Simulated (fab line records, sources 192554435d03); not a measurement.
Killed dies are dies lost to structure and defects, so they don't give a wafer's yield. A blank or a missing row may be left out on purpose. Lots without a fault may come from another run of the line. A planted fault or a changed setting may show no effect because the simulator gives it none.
Chamber matching | flow n5_finfet | N5_PMOS_HMC_CHANNEL_EPI_HM_DEP_34 on pecvd-03: 3 sister chambers
The step deposits SiO2 from TEOS/O2, target thk 36 nm, time 6.9 s. 14 wafers are shown with their chamber, then 7 later ones without.

WAFERS WITH THEIR CHAMBER
wafer  | chamber | showerhead_plenum_p_Torr (Torr) | throttle_valve_pct (%) | heater_power_w (W)
L076.1 | 2       | 8.31                            | 17.9                   | 668
L076.2 | 1       | 8.41                            | 18.7                   | 599
L076.4 | 0       | 8.35                            | 18.7                   | 697
L077.2 | 2       | 8.29                            | 17.6                   | 677
L077.5 | 1       | 8.40                            | 18.6                   | 568
L077.6 | 2       | 8.29                            | 18.0                   | 687
L082.1 | 1       | 8.41                            | 18.8                   | 651
L082.4 | 1       | 8.40                            | 18.8                   | 630
L082.5 | 0       | 8.38                            | 18.9                   | 704
L086.1 | 0       | 8.35                            | 19.3                   | 623
L086.2 | 1       | 8.42                            | 18.8                   | 576
L086.3 | 2       | 8.31                            | 18.1                   | 634
L088.2 | 0       | 8.33                            | 19.3                   | 681
L088.3 | 1       | 8.42                            | 18.7                   | 515

SIGNATURES (means of the wafers above)
reading                  | chamber 0 | chamber 1 | chamber 2 | scatter within a chamber
showerhead_plenum_p_Torr | 8.3525    | 8.4100    | 8.3000    | 0.0137
throttle_valve_pct       | 19.050    | 18.733    | 17.900    | 0.201
heater_power_w           | 676.25    | 589.83    | 666.50    | 39.7
Rule: a wafer's distance from a chamber is the root of the sum, over the readings, of the square of ((its reading less the chamber's mean) divided by the reading's scatter). The wafer belongs to the nearest chamber; if the next one is less than 2 further off, it can't be placed. The scatter: the root of (the sum of the squares of (reading less its chamber's mean) over the shown wafers, divided by (wafers less chambers)).

WAFERS WITHOUT THEIR CHAMBER
wafer  | showerhead_plenum_p_Torr (Torr) | throttle_valve_pct (%) | heater_power_w (W)
L088.5 | 8.36                            | 18.9                   | 703
L092.2 | 8.35                            | 18.8                   | 692
L092.3 | 8.34                            | 19.1                   | 694
L092.5 | 8.36                            | 18.9                   | 685
L094.2 | 8.40                            | 18.7                   | 516
L094.3 | 8.34                            | 19.0                   | 670
L094.5 | 8.35                            | 18.7                   | 690

WHICH CHAMBER EACH WENT THROUGH
wafer  | from the rows above | in truth
L088.5 | 0                   | 0
L092.2 | 0                   | 0
L092.3 | 0                   | 0
L092.5 | 0                   | 0
L094.2 | 1                   | 1
L094.3 | 0                   | 0
L094.5 | 0                   | 0
Placed correctly: 7 of 7. Can't be placed from these rows: 0. Placed wrongly: 0.
